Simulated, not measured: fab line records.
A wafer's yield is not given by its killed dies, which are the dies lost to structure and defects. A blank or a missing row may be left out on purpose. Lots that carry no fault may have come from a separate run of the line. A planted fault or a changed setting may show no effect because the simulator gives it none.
fab line records	flow n5_finfet
[record] lots = 24	wafers = 72	last_day = 17
route steps=1938 shown BEOL_M5@1187 BEOL_M6@1197
lots that met no fault: from a run of the same line without faults
start_h: hours from the record's opening day to when the first of the lot's shown wafers began	wait_h: time in hours since the lot's previous step	" unchanged from the row above	L1.1+2: a row that stands for several wafers	- either no value or no given start	* or withheld: withheld	< > ~ a bound
route shown NAME@n: names a module that has steps shown in the file, with the first one's number in the route	usual: mean/standard deviation taken from wafers without a fault	same: alike in all rows	chamber/n: place in a boat	sites: each site's reading	_std_site: their standard deviation	_edge_site: inner sites' mean taken away from outer sites' mean	radius_mm: how far each site lies from the wafer's centre	mask NAME#n: copy n	behind: the most recent tool/chamber to have shaped the wafer	hold: what put the lot on hold/how long, in hours/how the hold closed	device: names the non-switching transistor (n, p or np)	end of line: at the end of the route, the tests of the same wafers	where a step has no rows: the recipe by itself	killed: count of dies lost to structure and defects at first sort (not the wafer's yield)	map: dies across one wafer; x = killed, . = not, _ = none there
set.NAME: the setting the step ran with; set.NAME@STEP: the setting that earlier step ran with	model.NAME: the simulator's own value behind a step, which no gauge read
steps of the route over a sample of lots; a table a step, a row a wafer
services: when a tool's chamber went out of use (start_h, in hours from the record's first day, below 0 if earlier), for how many hours, and the reason
[[steps]]
[step N5_BEOL_M5_THK_MEAS_53]
[recipe] thk_meas_gauge = xrf	reads = Cu_of_BEOL_M5_ECD_50
[usual] M5_THK = 61.5/1.8
lot.wafer	tool	chamber	start_h	wait_h	M5_THK[nm]
L074.2	film_metro-02	-	187.44	-	59.8
L074.3	"	-	"	"	60.9
L074.5	"	-	"	"	58.1
L076.1	film_metro-01	-	189.97	-	59.8
L076.2	"	-	"	"	61.5
L076.5	"	-	"	"	60.8
L075.2	film_metro-02	-	198.24	-	60.9
L075.3	"	-	"	"	62.2
L075.4	"	-	"	"	60.8
L077.1	film_metro-01	-	202.43	-	62.0
L077.2	"	-	"	"	61.0
L077.3	"	-	"	"	62.7
L078.2	film_metro-02	-	206.39	-	61.2
L078.3	"	-	"	"	61.9
L078.6	"	-	"	"	59.8
L079.1	film_metro-02	-	215.90	-	60.0
L079.4	"	-	"	"	60.9
L079.5	"	-	"	"	60.9
L080.2	film_metro-02	-	219.66	-	63.9
L080.3	"	-	"	"	63.3
L080.6	"	-	"	"	61.8
L081.1	film_metro-01	-	230.54	-	61.8
L081.3	"	-	"	"	62.2
L081.6	"	-	"	"	64.1
L083.1	film_metro-02	-	233.62	-	62.4
L083.2	"	-	"	"	60.7
L083.6	"	-	"	"	60.6
L082.2	film_metro-02	-	242.02	-	62.4
L082.3	"	-	"	"	64.3
L082.5	"	-	"	"	63.0
L084.2	film_metro-02	-	243.15	-	61.6
L084.3	"	-	"	"	60.6
L084.6	"	-	"	"	61.1
L085.1	film_metro-02	-	260.76	-	62.3
L085.2	"	-	"	"	61.2
L085.3	"	-	"	"	59.0
L088.1	film_metro-01	-	264.72	-	59.2
L088.4	"	-	"	"	60.5
L088.5	"	-	"	"	59.1
L086.3	film_metro-02	-	268.01	-	59.6
L086.5	"	-	"	"	61.1
L086.6	"	-	"	"	62.2
L087.3	film_metro-01	-	268.67	-	59.2
L087.4	"	-	"	"	56.1
L087.5	"	-	"	"	59.0
L091.2	film_metro-01	-	271.38	-	59.0
L091.3	"	-	"	"	60.2
L091.6	"	-	"	"	58.6
L090.3	film_metro-01	-	275.99	-	63.5
L090.4	"	-	"	"	63.7
L090.5	"	-	"	"	63.6
L089.1	film_metro-01	-	277.97	-	63.8
L089.2	"	-	"	"	62.5
L089.6	"	-	"	"	62.2
L092.1	film_metro-01	-	293.47	-	59.8
L092.2	"	-	"	"	60.5
L092.5	"	-	"	"	57.2
L093.1	film_metro-01	-	298.90	-	64.0
L093.2	"	-	"	"	64.2
L093.5	"	-	"	"	65.1
L094.1	film_metro-01	-	302.41	-	62.2
L094.2	"	-	"	"	62.3
L094.4	"	-	"	"	63.5
L095.1	film_metro-02	-	304.85	-	64.4
L095.3	"	-	"	"	61.1
L095.6	"	-	"	"	62.5
L097.1	film_metro-02	-	322.44	-	64.1
L097.4	"	-	"	"	62.4
L097.6	"	-	"	"	64.9
L096.2	film_metro-01	-	322.70	-	57.8
L096.5	"	-	"	"	59.7
L096.6	"	-	"	"	59.6
[step N5_BEOL_M6_PECVD_70]
[recipe] material = SiO2	target_thk_a = 200	temp_c = 400	precursor = TEOS/O2	pressure_torr = 5.5	rf_w = 450	teos_flow_sccm = 53.8	gas = O2	flow_sccm = 3000	time_s = 22.7
[usual] heater_power_w = 701/60	showerhead_plenum_p_Torr = 8.78/0.066	throttle_valve_pct = 22.5/0.91
lot.wafer	tool	chamber	start_h	wait_h	heater_power_w	showerhead_plenum_p_Torr	throttle_valve_pct
L074.2	pecvd-01	2	188.39	0.0	745	8.79	22.2
L074.3	"	1	"	"	781	8.76	22.0
L074.5	"	0	"	"	769	8.73	23.7
L076.1	pecvd-04	2	191.14	0.0	625	8.71	22.9
L076.2	"	0	"	"	638	8.70	22.9
L076.5	"	2	"	"	633	8.73	23.0
L075.2	pecvd-01	0	199.41	0.0	775	8.72	23.4
L075.3	"	2	"	"	721	8.77	22.4
L075.4	"	2	"	"	716	8.78	22.5
L077.1	pecvd-01	2	203.37	0.0	610	8.80	22.2
L077.2	"	0	"	"	680	8.75	23.4
L077.3	"	1	"	"	734	8.78	21.9
L078.2	pecvd-02	1	207.88	0.0	683	8.75	23.6
L078.3	"	0	"	"	682	8.86	21.5
L078.6	"	1	"	"	677	8.75	23.9
L079.1	pecvd-02	1	216.86	0.0	720	8.73	23.9
L079.4	"	1	"	"	703	8.76	23.7
L079.5	"	0	"	"	699	8.88	21.3
L080.2	pecvd-01	2	220.92	0.0	724	8.80	22.5
L080.3	"	0	"	"	676	8.75	23.8
L080.6	"	1	"	"	679	8.76	21.8
L081.1	pecvd-02	1	231.55	0.0	775	8.75	23.7
L081.3	"	0	"	"	693	8.90	21.5
L081.6	"	0	"	"	696	8.89	21.4
L083.1	pecvd-01	1	235.27	0.0	772	8.76	21.6
L083.2	"	2	"	"	654	8.79	22.4
L083.6	"	0	"	"	672	8.76	23.7
L082.2	pecvd-04	0	242.96	0.0	689	8.69	23.0
L082.3	"	1	"	"	603	8.87	22.0
L082.5	"	0	"	"	684	8.70	23.0
L084.2	pecvd-04	0	244.08	0.0	651	8.69	22.9
L084.3	"	1	"	"	601	8.88	22.0
L084.6	"	1	"	"	611	8.87	22.1
L085.1	pecvd-01	0	261.70	0.0	662	8.74	23.5
L085.2	"	2	"	"	752	8.80	22.6
L085.3	"	1	"	"	721	8.77	21.7
L088.1	pecvd-01	0	266.14	0.0	691	8.75	23.5
L088.4	"	1	"	"	753	8.75	21.9
L088.5	"	0	"	"	694	8.72	23.8
L086.3	pecvd-01	1	269.35	0.0	766	8.77	21.7
L086.5	"	1	"	"	794	8.77	22.1
L086.6	"	2	"	"	699	8.79	22.6
L087.3	pecvd-04	2	269.61	0.0	684	8.73	23.0
L087.4	"	0	"	"	599	8.70	23.0
L087.5	"	2	"	"	647	8.69	23.3
L091.2	pecvd-01	1	272.32	0.0	807	8.75	22.1
L091.3	"	2	"	"	705	8.79	22.2
L091.6	"	1	"	"	829	8.75	21.6
L090.3	pecvd-04	2	276.93	0.0	658	8.74	23.3
L090.4	"	0	"	"	559	8.71	22.9
L090.5	"	1	"	"	666	8.89	22.3
L089.1	pecvd-04	2	278.98	0.0	673	8.71	23.5
L089.2	"	0	"	"	660	8.70	23.0
L089.6	"	2	"	"	677	8.72	23.4
L092.1	pecvd-04	0	294.53	0.0	654	8.71	23.0
L092.2	"	1	"	"	641	8.86	22.3
L092.5	"	0	"	"	649	8.66	23.1
L093.1	pecvd-02	0	300.32	0.0	779	8.88	21.8
L093.2	"	1	"	"	705	8.74	23.9
L093.5	"	1	"	"	745	8.74	23.7
L094.1	pecvd-02	1	303.36	0.0	645	8.77	23.7
L094.2	"	2	"	"	860	8.84	21.3
L094.4	"	2	"	"	843	8.87	21.0
L095.1	pecvd-02	2	305.82	0.0	730	8.85	21.2
L095.3	"	0	"	"	757	8.91	21.3
L095.6	"	2	"	"	730	8.85	20.9
L097.1	pecvd-02	1	323.40	0.0	730	8.73	23.8
L097.4	"	0	"	"	740	8.90	21.6
L097.6	"	1	"	"	711	8.74	23.8
L096.2	pecvd-02	1	323.64	0.0	715	8.75	23.9
L096.5	"	2	"	"	820	8.87	21.0
L096.6	"	1	"	"	702	8.75	23.6
[step N5_BEOL_M6_STRIP_67]
[recipe] chemistry = CF4	resist = SiARC	power_w = 300	bias_power_w = 75	pressure_mtorr = 50	cf4_flow_sccm = 150	rf_frequency_hz = 6e+07
[usual] bias_power_w = 74.97/0.22	drypump_motor_current_A = 5.6/0.32	oes_product_au = 0.77/0.09	rf_vpp_V = 271.4/1.6	showerhead_plenum_p_Torr = 1.81/0.064	throttle_valve_pct = 13.67/0.26
lot.wafer	tool	chamber	start_h	wait_h	bias_power_w	drypump_motor_current_A	oes_product_au	rf_hours_counter_h	rf_vpp_V	showerhead_plenum_p_Torr	throttle_valve_pct
L074.2	rie_diel-02	2	189.89	0.0	74.92	5.4	0.71	229	271.7	1.78	13.69
L074.3	"	1	"	"	75.14	5.9	0.72	217	272.6	1.86	13.93
L074.5	"	2	"	"	74.35	5.4	0.72	-	272.0	1.78	13.70
L076.1	rie_diel-02	1	193.35	0.0	75.04	5.8	0.72	218	271.9	1.86	13.91
L076.2	"	0	"	"	75.31	5.6	0.70	221	271.1	1.79	13.76
L076.5	"	1	"	"	74.55	5.9	0.72	-	273.1	1.86	13.94
L075.2	rie_diel-02	2	202.39	0.0	74.92	5.4	0.71	234	269.5	1.78	13.70
L075.3	"	0	"	"	75.29	5.6	0.70	224	270.6	1.79	13.75
L075.4	"	3	"	"	75.15	5.6	0.73	216	271.3	1.78	14.12
L077.1	rie_diel-02	0	205.71	0.0	74.76	5.7	0.70	225	270.8	1.79	13.75
L077.2	"	3	"	"	74.92	5.6	0.72	217	270.4	1.78	14.12
L077.3	"	2	"	"	75.28	5.4	0.71	235	269.9	1.78	13.71
L078.2	rie_diel-03	3	210.45	0.0	74.81	5.9	0.85	62	274.6	1.90	13.47
L078.3	"	2	"	"	75.02	6.1	0.70	233	272.3	1.79	13.63
L078.6	"	0	"	"	75.52	5.6	0.76	-	267.3	1.72	13.65
L079.1	rie_diel-06	0	219.46	0.0	75.06	5.8	0.73	192	273.9	1.85	13.74
L079.4	"	2	"	"	75.00	6.3	0.95	8	273.5	1.91	13.35
L079.5	"	0	"	"	74.56	5.8	0.72	-	272.6	1.85	13.73
L080.2	rie_diel-06	1	221.96	0.0	74.92	5.4	0.72	221	271.2	1.77	13.96
L080.3	"	0	"	"	75.06	5.8	0.72	193	271.9	1.85	13.73
L080.6	"	2	"	"	75.07	6.3	0.94	-	272.4	1.91	13.39
L081.1	rie_diel-03	2	233.97	0.0	74.75	6.2	0.69	243	269.6	1.78	13.67
L081.3	"	3	"	"	75.38	5.9	0.83	69	274.3	1.90	13.50
L081.6	"	0	"	"	75.45	5.5	0.75	-	270.0	1.72	13.68
L083.1	rie_diel-06	2	237.67	0.0	74.72	6.2	0.93	15	272.6	1.91	13.40
L083.2	"	1	"	"	75.20	5.4	0.72	227	271.5	1.77	13.95
L083.6	"	1	"	"	74.79	5.4	0.72	-	268.9	1.77	13.97
L082.2	rie_diel-06	1	246.13	0.0	75.37	5.4	0.72	230	270.8	1.77	13.94
L082.3	"	0	"	"	75.00	5.8	0.72	200	271.3	1.84	13.75
L082.5	"	1	"	"	75.13	5.4	0.72	-	273.0	1.77	13.97
L084.2	rie_diel-06	2	246.51	0.0	74.86	6.2	0.91	18	274.0	1.91	13.38
L084.3	"	0	"	"	75.07	5.8	0.72	201	273.1	1.84	13.74
L084.6	"	3	"	"	74.59	5.2	0.72	-	269.1	1.72	13.47
L085.1	rie_diel-06	0	265.37	0.0	75.13	5.8	0.71	207	273.3	1.84	13.76
L085.2	"	1	"	"	75.13	5.4	0.71	236	271.4	1.77	13.96
L085.3	"	3	"	"	75.05	5.2	0.72	197	269.2	1.71	13.50
L088.1	rie_diel-02	2	268.47	0.0	75.00	5.4	1.02	1	268.6	1.77	13.16
L088.4	"	0	"	"	74.73	5.5	0.68	246	270.3	1.79	13.80
L088.5	"	3	"	"	74.95	5.6	0.71	-	270.9	1.77	14.19
L086.3	rie_diel-03	1	271.71	0.0	74.98	5.3	0.68	225	272.7	1.85	13.76
L086.5	"	0	"	"	74.94	5.5	0.75	-	270.6	1.72	13.72
L086.6	"	3	"	"	74.90	5.9	0.82	-	272.8	1.89	13.54
L087.3	rie_diel-06	2	271.88	0.0	74.99	6.3	0.89	26	274.8	1.91	13.41
L087.4	"	3	"	"	75.10	5.2	0.71	199	269.0	1.71	13.52
L087.5	"	3	"	"	74.90	5.1	0.71	-	270.1	1.71	13.51
L091.2	rie_diel-02	2	275.58	0.0	75.34	5.4	0.99	4	270.7	1.77	13.18
L091.3	"	0	"	"	74.89	5.5	0.67	249	271.4	1.79	13.81
L091.6	"	0	"	"	74.79	5.6	0.68	-	271.3	1.79	13.78
L090.3	rie_diel-03	0	278.23	0.0	75.16	5.6	0.74	186	269.9	1.72	13.72
L090.4	"	1	"	"	75.33	5.3	0.68	-	272.3	1.85	13.75
L090.5	"	3	"	"	75.13	5.9	0.82	-	272.8	1.89	13.57
L089.1	rie_diel-03	3	279.75	0.0	75.22	5.9	0.82	87	272.5	1.89	13.53
L089.2	"	0	"	"	74.96	5.5	0.74	187	267.2	1.72	13.72
L089.6	"	1	"	"	74.88	5.3	0.68	-	273.3	1.85	13.75
L092.1	rie_diel-06	3	297.11	0.0	74.83	5.2	0.71	209	269.8	1.71	13.54
L092.2	"	0	"	"	74.87	5.8	0.71	219	272.1	1.84	13.81
L092.5	"	3	"	"	75.00	5.2	0.71	-	269.0	1.71	13.53
L093.1	rie_diel-02	3	303.14	0.0	74.77	5.6	0.70	256	270.4	1.77	14.21
L093.2	"	2	"	"	74.89	5.4	0.94	15	271.1	1.77	13.19
L093.5	"	3	"	"	75.02	5.6	0.70	-	271.2	1.77	14.21
L094.1	rie_diel-03	0	304.80	0.0	75.10	5.6	0.74	197	270.4	1.71	13.75
L094.2	"	2	"	"	74.58	6.1	0.94	5	271.2	1.78	13.14
L094.4	"	1	"	"	75.02	5.3	0.67	239	273.7	1.84	13.79
L095.1	rie_diel-06	3	307.28	0.0	74.98	5.2	0.70	214	269.2	1.71	13.53
L095.3	"	0	"	"	75.04	5.8	0.71	225	271.7	1.84	13.81
L095.6	"	2	"	"	75.03	6.3	0.88	-	274.2	1.90	13.43
L097.1	rie_diel-03	1	325.11	0.0	75.42	5.3	0.67	245	271.4	1.84	13.81
L097.4	"	0	"	"	74.84	5.6	0.72	203	267.4	1.71	13.77
L097.6	"	2	"	"	75.12	6.1	0.91	-	271.2	1.78	13.17
L096.2	rie_diel-02	2	325.33	0.0	74.71	5.4	0.92	26	270.7	1.77	13.21
L096.5	"	0	"	"	74.82	5.6	0.94	-	271.3	1.79	13.29
L096.6	"	2	"	"	75.15	5.4	0.93	-	272.5	1.77	13.25
[step N5_BEOL_M6_CURE_75]
[recipe] temp_c = 370	time_s = 120	ambient = DMADMS/He	material = SiCOH_lowk
[usual] lamp_power_pct = 52.31/0.052	wafer_temp_C_max = 372.0/0.63
lot.wafer	tool	chamber	start_h	wait_h	lamp_power_pct	wafer_temp_C_max
L074.2	uv_cure-03	1	193.18	0.1	52.36	371.5
L074.3	"	1	"	"	52.28	371.7
L074.5	"	1	"	"	52.27	371.8
L076.1	uv_cure-01	2	195.97	0.0	52.27	371.5
L076.2	"	2	"	"	52.25	371.8
L076.5	"	2	"	"	52.34	371.9
L075.2	uv_cure-01	0	205.67	0.2	52.29	372.5
L075.3	"	0	"	"	52.29	373.6
L075.4	"	0	"	"	52.30	372.7
L077.1	uv_cure-03	1	207.09	0.0	52.36	371.5
L077.2	"	1	"	"	52.32	371.8
L077.3	"	1	"	"	52.35	371.4
L078.2	uv_cure-01	0	212.96	0.1	52.32	372.6
L078.3	"	0	"	"	52.33	372.6
L078.6	"	0	"	"	52.26	371.8
L079.1	uv_cure-02	0	221.59	0.0	52.32	372.5
L079.4	"	0	"	"	52.28	373.0
L079.5	"	0	"	"	52.28	372.2
L080.2	uv_cure-02	0	224.48	0.1	52.31	372.7
L080.3	"	0	"	"	52.38	372.2
L080.6	"	0	"	"	52.34	372.0
L081.1	uv_cure-03	0	237.59	0.5	52.36	373.0
L081.3	"	0	"	"	52.33	372.6
L081.6	"	0	"	"	52.28	373.0
L083.1	uv_cure-02	0	241.97	0.0	52.30	371.9
L083.2	"	0	"	"	52.42	372.8
L083.6	"	0	"	"	52.38	372.6
L082.2	uv_cure-01	0	247.59	0.1	52.31	372.9
L082.3	"	0	"	"	52.37	372.5
L082.5	"	0	"	"	52.17	372.2
L084.2	uv_cure-02	2	247.97	0.1	52.29	371.3
L084.3	"	2	"	"	52.24	371.5
L084.6	"	2	"	"	52.32	371.2
L085.1	uv_cure-02	1	268.41	0.1	52.27	371.5
L085.2	"	1	"	"	52.34	371.3
L085.3	"	1	"	"	52.24	371.9
L088.1	uv_cure-01	1	271.10	0.2	52.27	371.6
L088.4	"	1	"	"	52.34	371.9
L088.5	"	1	"	"	52.31	371.9
L086.3	uv_cure-02	2	275.33	0.1	52.36	371.4
L086.5	"	2	"	"	52.32	371.6
L086.6	"	2	"	"	52.41	372.2
L087.3	uv_cure-01	2	275.81	0.1	52.33	372.7
L087.4	"	2	"	"	52.39	371.3
L087.5	"	2	"	"	52.24	371.9
L091.2	uv_cure-01	0	278.18	0.1	52.17	372.4
L091.3	"	0	"	"	52.31	372.2
L091.6	"	0	"	"	52.33	373.3
L090.3	uv_cure-02	0	281.92	0.1	52.32	371.8
L090.4	"	0	"	"	52.40	372.6
L090.5	"	0	"	"	52.29	372.0
L089.1	uv_cure-02	0	282.22	0.0	52.21	372.2
L089.2	"	0	"	"	52.26	372.3
L089.6	"	0	"	"	52.44	371.4
L092.1	uv_cure-02	1	298.85	0.0	52.25	371.7
L092.2	"	1	"	"	52.34	371.9
L092.5	"	1	"	"	52.38	372.3
L093.1	uv_cure-02	2	306.53	0.5	52.34	371.4
L093.2	"	2	"	"	52.24	371.6
L093.5	"	2	"	"	52.20	371.1
L094.1	uv_cure-02	2	306.83	0.2	52.27	371.0
L094.2	"	2	"	"	52.42	371.4
L094.4	"	2	"	"	52.24	371.3
L095.1	uv_cure-01	2	309.60	0.2	52.38	371.9
L095.3	"	2	"	"	52.32	372.2
L095.6	"	2	"	"	52.29	373.0
L097.1	uv_cure-02	2	328.62	0.0	52.26	371.3
L097.4	"	2	"	"	52.37	371.5
L097.6	"	2	"	"	52.30	371.4
L096.2	uv_cure-01	1	330.03	0.1	52.33	371.8
L096.5	"	1	"	"	52.30	371.7
L096.6	"	1	"	"	52.36	371.5
[step N5_BEOL_M6_DEP_56]
[recipe] material = SiCN	target_thk_a = 100	temp_c = withheld	precursor = 3MS/NH3	pressure_torr = 3	rf_w = 202	time_s = 17.5
[usual] showerhead_plenum_p_Torr = 3.663/0.015	throttle_valve_pct = 9.1/0.37
lot.wafer	tool	chamber	start_h	wait_h	showerhead_plenum_p_Torr	throttle_valve_pct
L074.2	pecvd-01	0	196.97	0.0	3.652	9.4
L074.3	"	2	"	"	3.660	9.1
L074.5	"	1	"	"	3.663	9.3
L076.1	pecvd-04	1	197.94	0.0	3.679	9.1
L076.2	"	2	"	"	3.654	9.1
L076.5	"	0	"	"	3.647	9.4
L075.2	pecvd-04	1	208.16	0.0	3.685	8.9
L075.3	"	0	"	"	3.651	9.4
L075.4	"	0	"	"	3.649	9.1
L077.1	pecvd-04	1	210.39	0.0	3.688	8.8
L077.2	"	2	"	"	3.662	9.6
L077.3	"	0	"	"	3.656	9.2
L078.2	pecvd-04	2	215.21	0.0	3.647	9.4
L078.3	"	1	"	"	3.689	8.9
L078.6	"	2	"	"	3.647	9.2
L079.1	pecvd-01	0	224.85	0.0	3.653	9.4
L079.4	"	2	"	"	3.669	8.9
L079.5	"	1	"	"	3.658	9.0
L080.2	pecvd-01	0	227.86	0.0	3.659	9.5
L080.3	"	1	"	"	3.661	8.7
L080.6	"	1	"	"	3.661	8.9
L081.1	pecvd-02	0	240.12	0.0	3.689	8.6
L081.3	"	1	"	"	3.661	9.5
L081.6	"	0	"	"	3.686	8.7
L083.1	pecvd-04	1	244.62	0.0	3.683	9.3
L083.2	"	0	"	"	3.649	9.1
L083.6	"	0	"	"	3.650	9.3
L082.2	pecvd-04	1	251.10	0.0	3.687	8.9
L082.3	"	0	"	"	3.648	9.2
L082.5	"	1	"	"	3.683	9.1
L084.2	pecvd-02	0	251.52	0.0	3.676	8.6
L084.3	"	1	"	"	3.657	9.7
L084.6	"	2	"	"	3.679	8.7
L085.1	pecvd-01	0	271.97	0.0	3.654	9.5
L085.2	"	2	"	"	3.667	8.7
L085.3	"	1	"	"	3.660	8.8
L088.1	pecvd-04	1	273.26	0.0	3.674	8.8
L088.4	"	2	"	"	3.651	9.3
L088.5	"	1	"	"	3.691	9.0
L086.3	pecvd-02	1	278.17	0.0	3.652	9.6
L086.5	"	0	"	"	3.689	9.0
L086.6	"	1	"	"	3.652	9.9
L087.3	pecvd-04	0	278.85	0.0	3.649	9.2
L087.4	"	2	"	"	3.656	9.5
L087.5	"	2	"	"	3.650	9.5
L091.2	pecvd-01	2	280.26	0.0	3.656	9.1
L091.3	"	0	"	"	3.654	9.7
L091.6	"	1	"	"	3.667	9.1
L090.3	pecvd-02	2	284.30	0.0	3.683	8.7
L090.4	"	0	"	"	3.680	8.8
L090.5	"	1	"	"	3.654	9.3
L089.1	pecvd-02	0	284.66	0.0	3.686	8.8
L089.2	"	2	"	"	3.679	8.4
L089.6	"	2	"	"	3.678	8.5
L092.1	pecvd-01	0	302.84	0.0	3.652	9.4
L092.2	"	1	"	"	3.663	8.9
L092.5	"	0	"	"	3.647	9.9
L093.1	pecvd-02	0	310.23	0.0	3.682	8.9
L093.2	"	1	"	"	3.669	9.7
L093.5	"	0	"	"	3.677	8.5
L094.1	pecvd-01	0	311.74	0.0	3.655	10.0
L094.2	"	2	"	"	3.673	8.8
L094.4	"	0	"	"	3.671	9.6
L095.1	pecvd-04	0	313.95	0.0	3.647	9.3
L095.3	"	2	"	"	3.652	9.4
L095.6	"	1	"	"	3.686	9.2
L097.1	pecvd-04	0	331.81	0.0	3.653	9.5
L097.4	"	2	"	"	3.643	9.8
L097.6	"	0	"	"	3.634	9.3
L096.2	pecvd-04	2	333.50	0.0	3.656	9.3
L096.5	"	2	"	"	3.645	9.4
L096.6	"	0	"	"	3.646	9.4
[step N5_BEOL_M6_INSPECT_58]
[recipe] inspect_instrument = darkfield	mode = post_dep
[usual] raw_defect_count = 71/27
lot.wafer	tool	chamber	start_h	wait_h	raw_defect_count
L074.2	defect_inspect-02	-	197.07	0.0	58
L074.3	"	-	"	"	56
L074.5	"	-	"	"	65
L076.1	defect_inspect-02	-	198.03	0.0	69
L076.2	"	-	"	"	38
L076.5	"	-	"	"	82
L075.2	defect_inspect-02	-	208.26	0.0	36
L075.3	"	-	"	"	41
L075.4	"	-	"	"	24
L077.1	defect_inspect-02	-	210.49	0.0	92
L077.2	"	-	"	"	127
L077.3	"	-	"	"	62
L078.2	defect_inspect-02	-	215.30	0.0	64
L078.3	"	-	"	"	45
L078.6	"	-	"	"	40
L079.1	defect_inspect-02	-	224.95	0.0	90
L079.4	"	-	"	"	90
L079.5	"	-	"	"	88
L080.2	defect_inspect-02	-	227.96	0.0	38
L080.3	"	-	"	"	54
L080.6	"	-	"	"	56
L081.1	defect_inspect-02	-	240.22	0.0	65
L081.3	"	-	"	"	41
L081.6	"	-	"	"	85
L083.1	defect_inspect-02	-	244.74	0.0	56
L083.2	"	-	"	"	46
L083.6	"	-	"	"	39
L082.2	defect_inspect-02	-	251.21	0.0	140
L082.3	"	-	"	"	159
L082.5	"	-	"	"	101
L084.2	defect_inspect-02	-	251.62	0.0	118
L084.3	"	-	"	"	85
L084.6	"	-	"	"	142
L085.1	defect_inspect-01	-	272.07	0.0	89
L085.2	"	-	"	"	78
L085.3	"	-	"	"	85
L088.1	defect_inspect-02	-	273.35	0.0	26
L088.4	"	-	"	"	58
L088.5	"	-	"	"	65
L086.3	defect_inspect-02	-	278.27	0.0	82
L086.5	"	-	"	"	60
L086.6	"	-	"	"	30
L087.3	defect_inspect-02	-	278.95	0.0	73
L087.4	"	-	"	"	75
L087.5	"	-	"	"	89
L091.2	defect_inspect-02	-	280.36	0.0	43
L091.3	"	-	"	"	48
L091.6	"	-	"	"	48
L090.3	defect_inspect-01	-	284.39	0.0	53
L090.4	"	-	"	"	50
L090.5	"	-	"	"	55
L089.1	defect_inspect-01	-	284.75	0.0	86
L089.2	"	-	"	"	71
L089.6	"	-	"	"	77
L092.1	defect_inspect-02	-	302.95	0.0	75
L092.2	"	-	"	"	70
L092.5	"	-	"	"	42
L093.1	defect_inspect-01	-	310.32	0.0	109
L093.2	"	-	"	"	151
L093.5	"	-	"	"	88
L094.1	defect_inspect-02	-	311.83	0.0	40
L094.2	"	-	"	"	21
L094.4	"	-	"	"	37
L095.1	defect_inspect-01	-	314.04	0.0	86
L095.3	"	-	"	"	80
L095.6	"	-	"	"	103
L097.1	defect_inspect-01	-	331.90	0.0	56
L097.4	"	-	"	"	67
L097.6	"	-	"	"	91
L096.2	defect_inspect-02	-	333.60	0.0	64
L096.5	"	-	"	"	66
L096.6	"	-	"	"	65
[[services]]
tool	chamber	start_h	hours	kind
rie_diel-06	2	165.55	-	clean
pecvd-02	2	166.59	-	calibration
rie_diel-02	3	185.18	6.4	repair
pecvd-04	-	189.42	0.3	repair
pecvd-02	2	202.38	-	clean
pecvd-02	2	202.38	-	consumable_replace:showerhead
pecvd-02	2	202.38	29.0	scheduled_down
pecvd-02	2	202.38	29.0	vent_cycle
pecvd-01	0	214.63	5.5	scheduled_down
uv_cure-01	-	222.97	2.1	pm
rie_diel-03	3	225.89	3.9	repair
uv_cure-02	-	232.28	6.0	pm
pecvd-04	0	233.51	2.1	scheduled_down
pecvd-04	1	236.22	5.5	scheduled_down
pecvd-04	2	241.68	16.5	scheduled_down
uv_cure-03	-	247.32	129.3	repair
pecvd-04	1	277.93	6.6	repair
rie_diel-06	2	279.68	6.7	repair
pecvd-01	1	285.45	3.6	repair
uv_cure-01	-	288.41	7.5	pm
pecvd-04	2	290.08	10.2	scheduled_down
pecvd-02	1	297.77	2.1	scheduled_down
pecvd-01	2	301.67	5.5	scheduled_down
pecvd-02	-	314.19	0.9	repair
[[key]]
fault none
